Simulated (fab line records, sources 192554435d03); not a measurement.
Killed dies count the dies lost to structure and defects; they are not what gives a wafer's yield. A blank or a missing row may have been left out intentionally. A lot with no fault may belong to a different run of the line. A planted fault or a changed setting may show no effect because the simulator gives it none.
Split-lot study ; flow n5Finfet ; 7 lots, 21 wafers read, on a route of 1938 steps

ABOUT THE SPLIT
At N5_BEOL_M13_EXPOSE_07 (exposes mask V12), the setting doseMj was moved away from the recipe's 24.8 on 7 of the 21 wafers read, by -5.4% to +6.9%. For the rest of the wafers, this setting stayed at what the recipe calls for.

FROM THE SPLIT TO THE READING: what the file shows between them, 6 steps
- N5_BEOL_M13_PEB_08: peb time 90 s
- N5_BEOL_M13_DEVELOP_09: develop time 45 s
- N5_BEOL_M13_HARDBAKE_14: time 120 s
- N5_BEOL_M13_CD_MEAS_10: target cd 190 nm
- N5_BEOL_M13_STRIP_71: strips in post etch residue remover, time 60 s
- N5_BEOL_M13_SRD_72: time 30 s, dry time 30 s

THE READING
cdNm at N5_BEOL_M13_CD_MEAS_17, given in nm (cd target 190 nm). Fault-free wafers of this fab line usually give 189.8 nm, standard deviation 1.6 nm.

wafer;tool, chamber at the split;doseMj as run;against the recipe;cdNm, nm;against lot-mates on the recipe
L076.1;krfScanner-02, 0;23.45;-5.4%;182.3;-5.2
L076.4;krfScanner-02, 0;24.8;recipe;187.5;-
L076.5;krfScanner-02, 0;23.45;-5.4%;182.1;-5.4
L080.1;krfScanner-01, 0;26.52;+6.9%;195.0;+7.7
L080.2;krfScanner-01, 0;24.8;recipe;187.3;-
L080.4;krfScanner-01, 0;26.52;+6.9%;195.3;+8.0
L081.3;krfScanner-01, 0;24.8;recipe;188.1;-
L081.4;krfScanner-01, 0;24.8;recipe;187.9;-
L081.5;krfScanner-01, 0;24.8;recipe;187.6;-
L090.4;krfScanner-02, 0;24.8;recipe;190.1;-
L090.5;krfScanner-02, 0;24.8;recipe;189.8;-
L090.6;krfScanner-02, 0;24.8;recipe;190.9;-
L091.2;krfScanner-02, 0;24.8;recipe;192.8;-
L091.3;krfScanner-02, 0;24.8;recipe;191.2;-
L091.6;krfScanner-02, 0;24.8;recipe;191.2;-
L092.2;krfScanner-02, 0;24.8;recipe;189.9;-
L092.4;krfScanner-02, 0;24.8;recipe;190.7;-
L092.5;krfScanner-02, 0;25.81;+4.1%;194.9;+4.6
L097.2;krfScanner-01, 0;24.8;recipe;189.8;-
L097.3;krfScanner-01, 0;25.71;+3.7%;193.7;+3.9
L097.4;krfScanner-01, 0;25.71;+3.7%;193.1;+3.3

FIT RESULTS
A straight line over all 21 wafers: cdNm changes by +1.06 nm for each +1% of doseMj; r = +0.90; the points scatter about the line by 1.6 nm.
The same after taking each lot's own level away (the mean of its wafers on the recipe; 21 wafers): +1.06 nm for each +1%; r = +0.99; scatter 0.46 nm.
According to that fit, moving doseMj by its largest amount changes the reading by 7.3 nm.
Measured against the standard deviation above, the lots' own levels, which go from 187.30 to 191.73 nm, span 2.8 times it.
The two slopes agree, so the slope changes little with the lot-to-lot level.
Check: for one of the wafers moved furthest among these (+6.9%), held out of the fit, the line's prediction against its lot-mates is +7.32 nm. Against them it came out at +7.7 nm.

FURTHER SPLITS ON THESE WAFERS
Other splits were also applied to these wafers ahead of the reading. Each is held against what the fit with the lots' levels taken away leaves over:
other split on the same wafers;wafers away from the commonest value;r with cdNm (lot level and that fit taken away)
N5_BEOL_M11_EXPOSE_08 doseMj;6;+0.14
N5_BEOL_M12_ILD_DEP_00 timeS;6;+0.16

THE WHOLE CHAIN: every reading that the file lists as answering this split, in the file's order
step;what it does;reading;change (the file's fit);r (the file's)
N5_BEOL_M13_CD_MEAS_10;target cd 190 nm;cdNm;+0.981 nm for each +1% of the setting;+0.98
N5_BEOL_M13_CD_MEAS_17;target cd 190 nm;cdNm;+1.06 nm for each +1% of the setting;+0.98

FILE'S OWN FIT
cdNm changes by +1.06 nm for each +1% of doseMj, r = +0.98.
